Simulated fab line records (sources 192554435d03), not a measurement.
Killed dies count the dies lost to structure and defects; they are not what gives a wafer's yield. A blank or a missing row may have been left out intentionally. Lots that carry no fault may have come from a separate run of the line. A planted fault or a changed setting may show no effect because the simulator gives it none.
fab line records -- flow n5-finfet -- part 1 of 2: steps 1 to 3 of 6
[record] lots = 22, wafers = 66, last-day = 17
route steps=1938 shown GATE_CUT@473
lots that met no fault: from a run of the same line without faults
start-h: start of the lot's first displayed wafer, in hours after the record's first day -- wait-h: hours from the lot's prior step to this one -- " unchanged from the row above -- L1.1+2: a row that stands for several wafers -- - no value, or no start given -- * or withheld: withheld -- < > ~ a bound
route shown NAME@n: names a module that has steps shown in the file, with the first one's number in the route -- usual: mean/standard deviation taken from wafers without a fault -- same: alike in all rows -- chamber/n: place in a boat -- sites: the reading at each site -- _std_site: how widely they spread, as a standard deviation -- _edge_site: mean of outer sites minus mean of inner sites -- radius-mm: how far each site lies from the wafer's centre -- mask NAME#n: copy n -- behind: the most recent tool/chamber to have shaped the wafer -- hold: reason for holding the lot/hours on hold/outcome of the hold -- device: names the non-switching transistor (n, p or np) -- end of line: the same wafers' tests at the end of the route -- step lacking rows: just its recipe -- killed: not the wafer's yield, but the dies lost to structure and defects at the first sort -- map: per-die view of a wafer (x killed, . not killed, _ where there is no die)
set.NAME: the setting that was run; set.NAME@STEP: the one run at that earlier step -- model.NAME: the simulator's own value behind a step, which no gauge read
route steps across a sampled set of lots; one table per step, one row per wafer
services: a tool's chamber out of use, with start hour (start-h, from the record's first day; less than 0 if before it), hours out, and reason
[[steps]]
[step N5_GATE_CUT_SAC_CAP_01]
[recipe] material = SiNx, target-thk-a = 240, temp-c = 400, ald-precursor-family = SiH2I2, ald-co-reactant = N2/H2-plasma, pulse-time-s = 1, ald-cycles = 480, purge-time-s = 2, co-reactant-purge-time-s = 2, pressure-torr = 2
[usual] heater-power-outer-w = 489/61, heater-power-w = 801/87, precursor-pulse-height-rel = 1.000/0.018
lot.wafer,tool,chamber,start-h,wait-h,heater-power-outer-w,heater-power-w,precursor-pulse-height-rel
L074.2,ald-sin-02,1,80.51,0.0,458,750,0.997
L074.5,ald-sin-02,1,81.60,1.1,467,761,1.033
L074.6,ald-sin-02,2,81.60,1.1,545,897,0.992
L075.3,ald-sin-02,0,89.08,0.1,516,895,1.033
L075.4,ald-sin-02,2,90.16,1.2,541,921,1.015
L075.5,ald-sin-02,1,90.16,1.2,470,763,0.995
L076.2,ald-sin-04,2,91.90,0.0,482,761,0.962
L076.4,ald-sin-04,2,92.98,1.1,489,747,1.000
L076.6,ald-sin-04,3,92.98,1.1,415,664,0.983
L077.1,ald-sin-01,2,99.87,0.3,548,840,1.008
L077.3,ald-sin-01,3,99.87,0.3,404,726,1.021
L077.5,ald-sin-01,3,100.96,1.4,418,744,0.980
L078.1,ald-sin-01,0,109.58,0.0,400,680,0.993
L078.3,ald-sin-01,2,109.58,0.0,548,850,1.011
L078.6,ald-sin-01,3,110.66,1.1,412,722,1.010
L079.1,ald-sin-01,1,112.35,0.0,551,912,0.992
L079.4,ald-sin-01,0,112.35,0.0,397,679,0.990
L079.6,ald-sin-01,3,113.43,1.1,402,721,1.008
L080.1,ald-sin-04,3,115.72,0.0,408,660,1.007
L080.3,ald-sin-04,1,115.72,0.0,504,783,0.969
L080.6,ald-sin-04,3,116.80,1.1,415,667,0.957
L082.1,ald-sin-02,3,128.82,0.0,512,828,1.001
L082.4,ald-sin-02,1,128.82,0.0,461,771,0.996
L082.6,ald-sin-02,3,129.90,1.1,510,832,0.978
L083.1,ald-sin-04,3,132.03,0.0,415,651,0.977
L083.2,ald-sin-04,1,132.03,0.0,511,814,0.970
L083.4,ald-sin-04,0,132.03,0.0,587,904,0.999
L084.3,ald-sin-01,1,140.44,0.2,555,912,0.999
L084.5,ald-sin-01,3,141.52,1.2,412,714,1.013
L084.6,ald-sin-01,0,141.52,1.2,404,688,1.010
L085.2,ald-sin-04,2,150.80,0.0,492,771,1.020
L085.4,ald-sin-04,3,150.80,0.0,415,663,0.973
L085.6,ald-sin-04,0,151.88,1.1,587,902,1.005
L086.1,ald-sin-02,2,153.14,0.0,544,915,0.984
L086.2,ald-sin-02,0,153.14,0.0,506,912,1.023
L086.4,ald-sin-02,1,153.14,0.0,449,760,0.973
L087.2,ald-sin-04,3,157.86,0.0,414,657,0.973
L087.5,ald-sin-04,3,158.94,1.1,408,691,1.018
L087.6,ald-sin-04,2,158.94,1.1,482,761,0.966
L088.2,ald-sin-04,2,167.94,0.0,482,762,1.002
L088.3,ald-sin-04,3,167.94,0.0,407,669,1.025
L088.5,ald-sin-04,1,169.03,1.1,504,830,1.014
L089.2,ald-sin-02,3,168.72,0.0,514,843,0.994
L089.3,ald-sin-02,1,168.72,0.0,476,765,1.006
L089.6,ald-sin-02,0,169.80,1.1,528,882,1.041
L090.1,ald-sin-01,0,175.29,0.0,396,704,1.014
L090.3,ald-sin-01,3,175.29,0.0,415,726,1.019
L090.6,ald-sin-01,1,176.38,1.1,559,904,0.986
L091.4,ald-sin-01,0,181.28,0.7,401,682,1.019
L091.5,ald-sin-01,1,182.36,1.7,557,934,0.998
L091.6,ald-sin-01,0,182.36,1.7,398,673,1.017
L092.1,ald-sin-04,3,189.24,0.1,414,671,1.031
L092.4,ald-sin-04,2,189.24,0.1,485,767,1.035
L092.6,ald-sin-04,0,190.33,1.2,575,916,0.978
L094.2,ald-sin-02,3,206.54,0.1,466,779,0.993
L094.3,ald-sin-02,0,206.54,0.1,464,775,0.983
L094.4,ald-sin-02,1,206.54,0.1,455,748,0.979
L095.1,ald-sin-01,2,212.05,0.6,566,842,1.020
L095.3,ald-sin-01,1,212.05,0.6,567,917,0.982
L095.4,ald-sin-01,0,212.05,0.6,391,681,1.021
L096.2,ald-sin-04,1,217.54,0.2,513,785,0.981
L096.3,ald-sin-04,3,217.54,0.2,420,681,0.988
L096.6,ald-sin-04,3,218.62,1.2,412,670,1.011
L097.1,ald-sin-02,1,219.29,0.9,445,743,1.051
L097.4,ald-sin-02,2,219.29,0.9,544,859,0.997
L097.5,ald-sin-02,2,220.38,2.0,515,864,1.008
[step N5_GATE_CUT_ETCH_28]
[recipe] chemistry = N2/H2, target = underlayer, target-depth-a = 130, mask-material = CAR-EUV, time-s = 10.4, ion-energy-ev = 200, pressure-mtorr = 30, source-w = 840, bias-w = 150, n2-flow-sccm = 200, h2-flow-sccm = 200, ends = cleared
[usual] drypump-motor-current-A = 5.6/0.6, etch-rf-on-time-s = 10.34/0.17, oes-product-au = 0.66/0.069, rf-vpp-V = 524/3.3, showerhead-plenum-p-Torr = 2.55/0.11, throttle-valve-pct = 17.82/0.23
lot.wafer,tool,chamber,start-h,wait-h,drypump-motor-current-A,etch-rf-on-time-s,oes-product-au,rf-hours-counter-h,rf-vpp-V,showerhead-plenum-p-Torr,throttle-valve-pct
L074.2,rie-diel-05,3,83.83,0.0,6.8,10.19,0.70,114,523,2.46,17.81
L074.5,rie-diel-05,0,83.83,0.0,4.7,10.00,0.82,-,523,2.49,17.53
L074.6,rie-diel-05,3,83.83,0.0,6.8,10.14,0.69,-,523,2.46,17.82
L075.3,rie-diel-01,0,92.34,0.0,6.0,10.25,0.60,222,527,2.63,18.02
L075.4,rie-diel-01,1,92.34,0.0,5.8,10.04,0.87,1,529,2.71,17.48
L075.5,rie-diel-01,1,92.34,0.0,5.8,9.97,0.86,-,529,2.71,17.50
L076.2,rie-diel-01,0,95.63,0.0,6.0,10.40,0.61,223,527,2.63,18.04
L076.4,rie-diel-01,3,95.63,0.0,4.9,10.50,0.59,224,527,2.62,17.82
L076.6,rie-diel-01,3,95.63,0.0,4.9,10.49,0.59,-,526,2.62,17.82
L077.1,rie-diel-03,0,103.01,0.0,5.4,10.38,0.61,204,526,2.62,17.84
L077.3,rie-diel-03,2,103.01,0.0,5.2,10.50,0.66,126,528,2.66,17.66
L077.5,rie-diel-03,0,103.01,0.0,5.4,10.52,0.61,-,528,2.62,17.85
L078.1,rie-diel-03,3,113.30,0.0,5.2,10.40,0.67,103,518,2.36,17.64
L078.3,rie-diel-03,0,113.30,0.0,5.4,10.35,0.62,208,527,2.62,17.84
L078.6,rie-diel-03,2,113.30,0.0,5.1,10.51,0.66,-,526,2.66,17.68
L079.1,rie-diel-03,3,115.63,0.0,5.2,10.35,0.68,104,520,2.36,17.65
L079.4,rie-diel-03,2,115.63,0.0,5.1,10.46,0.66,-,526,2.66,17.66
L079.6,rie-diel-03,3,115.63,0.0,5.2,10.41,0.68,-,519,2.36,17.64
L080.1,rie-diel-05,2,118.82,0.0,6.2,10.60,0.62,155,519,2.44,17.88
L080.3,rie-diel-05,0,118.82,0.0,4.7,10.21,0.79,19,523,2.49,17.53
L080.6,rie-diel-05,0,118.82,0.0,4.7,10.14,0.79,-,521,2.49,17.53
L082.1,rie-diel-03,0,131.91,0.0,5.4,10.26,0.61,216,526,2.61,17.85
L082.4,rie-diel-03,2,131.91,0.0,5.1,10.37,0.65,137,527,2.65,17.67
L082.6,rie-diel-03,1,131.91,0.0,5.5,10.24,0.64,-,527,2.64,17.71
L083.1,rie-diel-01,0,135.42,0.0,6.0,10.32,0.60,236,526,2.62,18.06
L083.2,rie-diel-01,2,135.42,0.0,6.4,10.11,0.65,167,527,2.65,18.28
L083.4,rie-diel-01,2,135.42,0.0,6.4,10.27,0.65,-,526,2.65,18.27
L084.3,rie-diel-05,1,143.54,0.0,6.0,10.57,0.58,239,522,2.52,18.35
L084.5,rie-diel-05,3,143.54,0.0,6.8,10.27,0.67,-,522,2.45,17.86
L084.6,rie-diel-05,0,143.54,0.0,4.7,10.12,0.77,-,524,2.48,17.55
L085.2,rie-diel-01,1,153.89,0.0,5.8,10.03,0.80,22,529,2.71,17.54
L085.4,rie-diel-01,3,153.89,0.0,4.8,10.53,0.58,242,525,2.61,17.86
L085.6,rie-diel-01,3,153.89,0.0,4.9,10.45,0.57,-,526,2.61,17.85
L086.1,rie-diel-03,0,156.23,0.0,5.3,10.39,0.61,222,526,2.61,17.87
L086.2,rie-diel-03,2,156.23,0.0,5.2,10.57,0.64,144,526,2.65,17.70
L086.4,rie-diel-03,1,156.23,0.0,5.4,10.35,0.63,168,528,2.64,17.72
L087.2,rie-diel-01,0,160.96,0.0,6.0,10.42,0.58,245,525,2.62,18.08
L087.5,rie-diel-01,2,160.96,0.0,6.4,10.31,0.63,-,527,2.64,18.30
L087.6,rie-diel-01,1,160.96,0.0,5.8,10.21,0.79,-,529,2.70,17.55
L088.2,rie-diel-05,1,171.03,0.0,6.0,10.61,0.58,247,523,2.51,18.36
L088.3,rie-diel-05,2,171.03,0.0,6.2,10.49,0.61,170,520,2.43,17.92
L088.5,rie-diel-05,1,171.03,0.0,6.0,10.67,0.57,-,524,2.51,18.37
L089.2,rie-diel-03,2,171.81,0.0,5.1,10.51,0.64,148,527,2.65,17.68
L089.3,rie-diel-03,0,171.81,0.0,5.4,10.47,0.60,226,525,2.61,17.90
L089.6,rie-diel-03,2,171.81,0.0,5.2,10.53,0.64,-,528,2.65,17.69
L090.1,rie-diel-05,1,178.51,0.0,6.0,10.37,0.58,249,522,2.51,18.37
L090.3,rie-diel-05,0,178.51,0.0,4.7,10.00,0.76,37,523,2.48,17.58
L090.6,rie-diel-05,0,178.51,0.0,4.7,10.01,0.75,-,523,2.48,17.58
L091.4,rie-diel-05,0,184.86,0.0,4.6,10.24,0.75,-,524,2.48,17.57
L091.5,rie-diel-05,2,184.86,0.0,6.2,10.61,0.61,-,521,2.43,17.91
L091.6,rie-diel-05,3,184.86,0.0,6.8,10.26,0.66,-,519,2.45,17.86
L092.1,rie-diel-03,3,192.43,0.0,5.2,10.38,0.65,127,517,2.35,17.67
L092.4,rie-diel-03,2,192.43,0.0,5.2,10.48,0.64,154,528,2.65,17.71
L092.6,rie-diel-03,2,192.43,0.0,5.2,10.50,0.64,-,527,2.65,17.72
L094.2,rie-diel-03,0,209.78,0.0,5.4,10.38,0.60,236,524,2.60,17.93
L094.3,rie-diel-03,3,209.78,0.0,5.2,10.33,0.66,132,520,2.35,17.70
L094.4,rie-diel-03,2,209.78,0.0,5.2,10.48,0.63,159,526,2.64,17.71
L095.1,rie-diel-03,2,215.14,0.0,5.2,10.44,0.63,161,525,2.64,17.73
L095.3,rie-diel-03,0,215.14,0.0,5.3,10.41,0.60,238,526,2.60,17.90
L095.4,rie-diel-03,3,215.14,0.0,5.3,10.37,0.65,134,519,2.35,17.69
L096.2,rie-diel-05,0,220.77,0.0,4.7,10.21,0.73,52,521,2.47,17.60
L096.3,rie-diel-05,3,220.77,0.0,6.8,10.31,0.66,159,522,2.44,17.88
L096.6,rie-diel-05,3,220.77,0.0,6.7,10.20,0.66,-,520,2.44,17.89
L097.1,rie-diel-01,1,222.74,0.0,5.8,10.01,0.77,46,529,2.69,17.58
L097.4,rie-diel-01,1,222.74,0.0,5.8,10.14,0.76,-,528,2.69,17.57
L097.5,rie-diel-01,3,222.74,0.0,4.9,9.96,0.81,-,525,2.61,17.46
[step N5_GATE_CUT_ETCH_36]
[recipe] chemistry = CF4, target = SiARC, target-depth-a = 130, mask-material = CAR-EUV, time-s = 21.7, ion-energy-ev = 80, pressure-mtorr = 40, source-w = 545, bias-w = 36, Ar_flow_sccm = 100, cf4-flow-sccm = 100, ends = cleared
[usual] drypump-motor-current-A = 5.6/0.6, etch-rf-on-time-s = 21.5/0.34, oes-product-au = 0.66/0.069, rf-vpp-V = 184.1/1.5, showerhead-plenum-p-Torr = 2.15/0.089, throttle-valve-pct = 15.57/0.18
lot.wafer,tool,chamber,start-h,wait-h,drypump-motor-current-A,etch-rf-on-time-s,oes-product-au,rf-hours-counter-h,rf-vpp-V,showerhead-plenum-p-Torr,throttle-valve-pct
L074.2,rie-diel-05,3,83.85,0.0,6.8,21.4,0.69,114,184.4,2.07,15.59
L074.5,rie-diel-05,0,83.85,0.0,4.7,21.0,0.82,-,182.6,2.11,15.31
L074.6,rie-diel-05,3,83.85,0.0,6.8,21.2,0.69,-,183.8,2.07,15.59
L075.3,rie-diel-01,0,92.36,0.0,6.0,21.6,0.60,222,184.2,2.20,15.79
L075.4,rie-diel-01,1,92.36,0.0,5.8,20.9,0.87,1,184.6,2.27,15.29
L075.5,rie-diel-01,1,92.36,0.0,5.8,21.1,0.87,-,185.5,2.27,15.28
L076.2,rie-diel-01,0,95.65,0.0,6.0,21.3,0.61,223,184.3,2.20,15.80
L076.4,rie-diel-01,3,95.65,0.0,4.9,21.6,0.59,224,185.7,2.21,15.63
L076.6,rie-diel-01,3,95.65,0.0,4.9,21.7,0.59,-,184.5,2.21,15.65
L077.1,rie-diel-03,0,103.03,0.0,5.4,21.6,0.62,204,185.4,2.21,15.55
L077.3,rie-diel-03,2,103.03,0.0,5.2,21.5,0.67,126,185.0,2.23,15.47
L077.5,rie-diel-03,0,103.03,0.0,5.4,21.5,0.62,-,185.3,2.21,15.57
L078.1,rie-diel-03,3,113.32,0.0,5.2,21.4,0.68,103,184.2,2.00,15.42
L078.3,rie-diel-03,0,113.32,0.0,5.4,21.4,0.62,208,184.7,2.21,15.55
L078.6,rie-diel-03,2,113.32,0.0,5.1,21.4,0.66,-,185.0,2.23,15.47
L079.1,rie-diel-03,3,115.65,0.0,5.2,21.4,0.68,104,182.4,2.00,15.43
L079.4,rie-diel-03,2,115.65,0.0,5.2,21.6,0.66,-,185.0,2.22,15.47
L079.6,rie-diel-03,3,115.65,0.0,5.2,21.8,0.67,-,183.4,2.00,15.45
L080.1,rie-diel-05,2,118.84,0.0,6.2,22.0,0.62,155,184.0,2.05,15.71
L080.3,rie-diel-05,0,118.84,0.0,4.7,20.9,0.79,19,183.9,2.10,15.33
L080.6,rie-diel-05,0,118.84,0.0,4.7,21.0,0.78,-,182.2,2.10,15.35
L082.1,rie-diel-03,0,131.93,0.0,5.4,21.3,0.62,216,184.3,2.21,15.57
L082.4,rie-diel-03,2,131.93,0.0,5.2,21.6,0.65,137,185.3,2.22,15.49
L082.6,rie-diel-03,1,131.93,0.0,5.4,21.3,0.64,-,184.1,2.22,15.49
L083.1,rie-diel-01,0,135.44,0.0,6.0,21.7,0.60,236,186.1,2.19,15.81
L083.2,rie-diel-01,2,135.44,0.0,6.4,21.3,0.65,167,184.0,2.22,15.90
L083.4,rie-diel-01,2,135.44,0.0,6.4,21.3,0.65,-,185.4,2.22,15.89
L084.3,rie-diel-05,1,143.56,0.0,6.0,21.9,0.58,239,184.2,2.11,15.88
L084.5,rie-diel-05,3,143.56,0.0,6.7,21.0,0.68,-,182.4,2.07,15.63
L084.6,rie-diel-05,0,143.56,0.0,4.7,20.8,0.78,-,183.8,2.10,15.34
L085.2,rie-diel-01,1,153.91,0.0,5.8,21.1,0.80,22,186.7,2.27,15.33
L085.4,rie-diel-01,3,153.91,0.0,4.9,21.9,0.58,242,184.7,2.20,15.69
L085.6,rie-diel-01,3,153.91,0.0,4.9,22.2,0.58,-,184.7,2.20,15.67
L086.1,rie-diel-03,0,156.25,0.0,5.4,21.6,0.60,222,184.4,2.20,15.59
L086.2,rie-diel-03,2,156.25,0.0,5.2,21.6,0.64,144,185.0,2.22,15.49
L086.4,rie-diel-03,1,156.25,0.0,5.5,21.5,0.63,168,183.4,2.22,15.46
L087.2,rie-diel-01,0,160.98,0.0,6.0,21.6,0.60,245,184.9,2.19,15.84
L087.5,rie-diel-01,2,160.98,0.0,6.4,21.2,0.64,-,186.2,2.21,15.92
L087.6,rie-diel-01,1,160.98,0.0,5.8,20.9,0.80,-,186.7,2.27,15.32
L088.2,rie-diel-05,1,171.05,0.0,6.0,22.2,0.58,247,183.4,2.10,15.89
L088.3,rie-diel-05,2,171.05,0.0,6.2,22.1,0.61,170,183.6,2.05,15.72
L088.5,rie-diel-05,1,171.05,0.0,6.0,22.0,0.58,-,183.7,2.10,15.89
L089.2,rie-diel-03,2,171.83,0.0,5.2,21.8,0.64,148,185.0,2.22,15.51
L089.3,rie-diel-03,0,171.83,0.0,5.4,21.6,0.60,226,185.1,2.20,15.60
L089.6,rie-diel-03,2,171.83,0.0,5.1,21.7,0.64,-,185.3,2.22,15.51
L090.1,rie-diel-05,1,178.53,0.0,6.0,22.2,0.57,249,182.7,2.10,15.90
L090.3,rie-diel-05,0,178.53,0.0,4.7,21.2,0.75,37,184.4,2.10,15.39
L090.6,rie-diel-05,0,178.53,0.0,4.7,21.2,0.76,-,182.3,2.09,15.38
L091.4,rie-diel-05,0,184.88,0.0,4.7,21.5,0.75,-,183.4,2.09,15.39
L091.5,rie-diel-05,2,184.88,0.0,6.2,21.9,0.60,-,183.7,2.05,15.74
L091.6,rie-diel-05,3,184.88,0.0,6.8,21.2,0.67,-,182.6,2.06,15.65
L092.1,rie-diel-03,3,192.45,0.0,5.2,21.8,0.66,127,181.1,1.99,15.49
L092.4,rie-diel-03,2,192.45,0.0,5.2,21.8,0.63,154,184.0,2.22,15.52
L092.6,rie-diel-03,2,192.45,0.0,5.2,21.6,0.64,-,185.1,2.22,15.53
L094.2,rie-diel-03,0,209.80,0.0,5.4,21.8,0.60,236,185.5,2.20,15.61
L094.3,rie-diel-03,3,209.80,0.0,5.2,21.9,0.65,132,180.9,1.99,15.48
L094.4,rie-diel-03,2,209.80,0.0,5.1,21.9,0.63,159,186.5,2.22,15.53
L095.1,rie-diel-03,2,215.16,0.0,5.2,21.8,0.63,161,184.8,2.21,15.55
L095.3,rie-diel-03,0,215.16,0.0,5.4,21.8,0.60,238,184.2,2.20,15.61
L095.4,rie-diel-03,3,215.16,0.0,5.2,21.7,0.65,134,182.5,1.99,15.52
L096.2,rie-diel-05,0,220.79,0.0,4.8,21.3,0.73,52,182.8,2.09,15.40
L096.3,rie-diel-05,3,220.79,0.0,6.8,21.5,0.65,159,182.1,2.06,15.68
L096.6,rie-diel-05,3,220.79,0.0,6.8,21.5,0.65,-,183.4,2.06,15.68
L097.1,rie-diel-01,1,222.76,0.0,5.8,21.5,0.76,46,186.6,2.26,15.39
L097.4,rie-diel-01,1,222.76,0.0,5.8,21.2,0.76,-,186.5,2.26,15.38
L097.5,rie-diel-01,3,222.76,0.0,4.9,21.1,0.80,-,185.0,2.20,15.22
